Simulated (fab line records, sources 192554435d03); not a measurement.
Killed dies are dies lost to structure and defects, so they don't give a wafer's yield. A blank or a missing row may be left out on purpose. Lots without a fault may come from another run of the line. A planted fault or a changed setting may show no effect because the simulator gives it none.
Chamber matching | flow n5_finfet | N5_BEOL_M0_SAQP_STRIP_75 on rie_diel-06: 4 sister chambers
The step strips in CF4. 16 wafers are shown with their chamber, then 8 later ones without.

WAFERS WITH THEIR CHAMBER
wafer  | chamber | drypump_motor_current_A (A) | throttle_valve_pct (%) | showerhead_plenum_p_Torr (Torr)
L075.1 | 3       | 5.5                         | 13.80                  | 1.85
L075.2 | 0       | 5.0                         | 13.47                  | 1.86
L075.6 | 0       | 5.0                         | 13.46                  | 1.86
L084.3 | 0       | 5.0                         | 13.51                  | 1.85
L084.5 | 1       | 5.6                         | 13.36                  | 1.91
L084.6 | 0       | 5.0                         | 13.52                  | 1.85
L085.3 | 2       | 5.5                         | 13.31                  | 1.82
L085.4 | 3       | 5.6                         | 13.84                  | 1.84
L085.5 | 2       | 5.5                         | 13.33                  | 1.82
L089.2 | 2       | 5.5                         | 13.34                  | 1.82
L089.3 | 3       | 5.6                         | 13.86                  | 1.84
L089.4 | 1       | 5.6                         | 13.39                  | 1.90
L092.2 | 3       | 5.5                         | 13.85                  | 1.84
L092.5 | 2       | 5.5                         | 13.34                  | 1.82
L092.6 | 1       | 5.6                         | 13.39                  | 1.90
L095.3 | 2       | 5.5                         | 13.35                  | 1.82

SIGNATURES (means of the wafers above)
reading                  | chamber 0 | chamber 1 | chamber 2 | chamber 3 | scatter within a chamber
drypump_motor_current_A  | 5.000     | 5.600     | 5.500     | 5.550     | 0.0289
throttle_valve_pct       | 13.4900   | 13.3800   | 13.3340   | 13.8375   | 0.0227
showerhead_plenum_p_Torr | 1.8550    | 1.9033    | 1.8200    | 1.8425    | 0.00449
Rule: a wafer's distance from a chamber is the root of the sum, over the readings, of the square of ((its reading less the chamber's mean) divided by the reading's scatter). The wafer belongs to the nearest chamber; if the next one is less than 2 further off, it can't be placed. The scatter: the root of (the sum of the squares of (reading less its chamber's mean) over the shown wafers, divided by (wafers less chambers)).

WAFERS WITHOUT THEIR CHAMBER
wafer  | drypump_motor_current_A (A) | throttle_valve_pct (%) | showerhead_plenum_p_Torr (Torr)
L095.4 | 5.6                         | 13.88                  | 1.84
L095.6 | 5.6                         | 13.39                  | 1.90
L097.1 | 5.5                         | 13.89                  | 1.84
L097.2 | 5.5                         | 13.37                  | 1.82
L097.3 | 5.0                         | 13.57                  | 1.84
L097.4 | 5.6                         | 13.42                  | 1.90
L097.5 | 5.6                         | 13.39                  | 1.90
L097.6 | 5.0                         | 13.57                  | 1.84

WHICH CHAMBER EACH WENT THROUGH
wafer  | from the rows above | in truth
L095.4 | 3                   | 3
L095.6 | 1                   | 1
L097.1 | 3                   | 3
L097.2 | 2                   | 2
L097.3 | 0                   | 0
L097.4 | 1                   | 1
L097.5 | 1                   | 1
L097.6 | 0                   | 0
Placed correctly: 8 of 8. Can't be placed from these rows: 0. Placed wrongly: 0.
